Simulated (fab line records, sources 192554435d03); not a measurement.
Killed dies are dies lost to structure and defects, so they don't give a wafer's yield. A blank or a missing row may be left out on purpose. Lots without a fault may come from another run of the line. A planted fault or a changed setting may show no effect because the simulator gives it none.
Split-lot experiment | flow n5_finfet | 7 lots, 21 wafers read, on a route of 1938 steps

THE SPLIT
At N5_MOL_CONTACT_COAG_PECVD_31 (deposits SiO2 from TEOS/O2, target thk 46 nm, time 8.9 s), the setting temp_c was moved away from the recipe's 400 C on 4 of the 21 wafers read, by -1.9% to +4.1%. The other wafers ran this setting at the recipe's value.

FROM THE SPLIT TO THE READING: what the file shows between them, 4 steps
- N5_MOL_CONTACT_COAG_COAT_75: time 60 s, resist thk 60 nm
- N5_MOL_CONTACT_COAG_COAT_76: time 60 s, resist thk 10 nm
- N5_MOL_CONTACT_COAG_ETCHBACK_135: etches SiO2 in CHF3, target depth 25 nm, time 16.7 s
- N5_MOL_CONTACT_COAG_STRIP_118: strips in CHF3

THE READING
etch.depth_nm (the simulator's own value, which no gauge read), in nm, at N5_MOL_CONTACT_COAG_VIA_ETCH_46 (etches SiO2 in C4F6/O2, target depth 46 nm, overetch 9.2 nm, time 40 s). The file gives no usual value for it. The 17 wafers here that ran the recipe average 45.99 nm, standard deviation 0.55 nm.

wafer  | tool, chamber at the split | temp_c as run, C | against the recipe | etch.depth_nm, nm | against lot-mates on the recipe
L080.1 | pecvd-01, 2                | 392.5            | -1.9%              | 47.59             | +1.24
L080.3 | pecvd-01, 0                | 400              | recipe             | 46.12             | -
L080.6 | pecvd-01, 0                | 400              | recipe             | 46.58             | -
L082.2 | pecvd-01, 0,2              | 400              | recipe             | 45.89             | -
L082.4 | pecvd-01, 0,2              | 400              | recipe             | 45.79             | -
L082.6 | pecvd-01, 1                | 415.2            | +3.8%              | 42.34             | -3.50
L083.2 | pecvd-01, 0                | 400              | recipe             | 45.52             | -
L083.3 | pecvd-01, 2                | 409.2            | +2.3%              | 42.18             | -3.56
L083.5 | pecvd-01, 1                | 400              | recipe             | 45.96             | -
L084.3 | pecvd-03, 2                | 400              | recipe             | 45.84             | -
L084.4 | pecvd-03, 2                | 400              | recipe             | 46.05             | -
L084.5 | pecvd-03, 1                | 400              | recipe             | 46.32             | -
L088.1 | pecvd-03, 0                | 400              | recipe             | 45.33             | -
L088.3 | pecvd-03, 1                | 400              | recipe             | 46.03             | -
L088.5 | pecvd-03, 2                | 400              | recipe             | 46.97             | -
L097.1 | pecvd-01, 0                | 400              | recipe             | 45.76             | -
L097.4 | pecvd-01, 0                | 400              | recipe             | 46.64             | -
L097.6 | pecvd-01, 2                | 416.5            | +4.1%              | 40.54             | -5.66
L096.1 | pecvd-02, 0                | 400              | recipe             | 45.59             | -
L096.2 | pecvd-02, 2                | 400              | recipe             | 44.63             | -
L096.5 | pecvd-02, 0                | 400              | recipe             | 46.74             | -
Where a row lists several chambers, the file gives one row for several wafers and doesn't say which wafer went through which chamber.

THE FIT
A straight line over all 21 wafers: etch.depth_nm changes by -1.18 nm for each +1% of temp_c; r = -0.93; the points scatter about the line by 0.64 nm.
The same after taking each lot's own level away (the mean of its wafers on the recipe; 21 wafers): -1.15 nm for each +1%; r = -0.93; scatter 0.62 nm.
On that fit, the largest move of temp_c shifts the reading by 4.8 nm.
The lots' own levels span 45.653 to 46.350 nm, that is 1.3 times the standard deviation above.
So the lot-to-lot level changes the slope little: the two slopes agree.
Check: with one of the wafers moved furthest among these (+4.1%) left out of the fit, the line predicts -4.25 nm for it against its lot-mates. It came out at -5.66 nm against them.

OTHER SPLITS ON THESE WAFERS
These wafers also went through other splits before the reading. Each is held against what the fit with the lots' levels taken away leaves over:
other split on the same wafers        | wafers away from the commonest value | r with etch.depth_nm (lot level and that fit taken away)
N5_GATE_CUT_ETCH_36 cf4_flow_sccm     | 8                                    | -0.37
N5_MOL_CONTACT_COAG_ALD_27 ald_cycles | 4                                    | -0.10

THE WHOLE CHAIN: every reading that the file lists as answering this split, in the file's order
step                            | what it does                                                           | reading                                                                                   | change (the file's fit)              | r (the file's)
N5_MOL_CONTACT_COAG_PECVD_31    | deposits SiO2 from TEOS/O2, target thk 46 nm, time 8.9 s               | SiO2_of_MOL_CONTACT_COAG_PECVD_31.thk_nm (the simulator's own value, which no gauge read) | -1.16 nm for each +1% of the setting | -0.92
N5_MOL_CONTACT_COAG_VIA_ETCH_46 | etches SiO2 in C4F6/O2, target depth 46 nm, overetch 9.2 nm, time 40 s | etch.depth_nm (the simulator's own value, which no gauge read)                            | -1.17 nm for each +1% of the setting | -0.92

THE FILE'S OWN FIT
etch.depth_nm changes by -1.17 nm for each +1% of temp_c, r = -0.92.
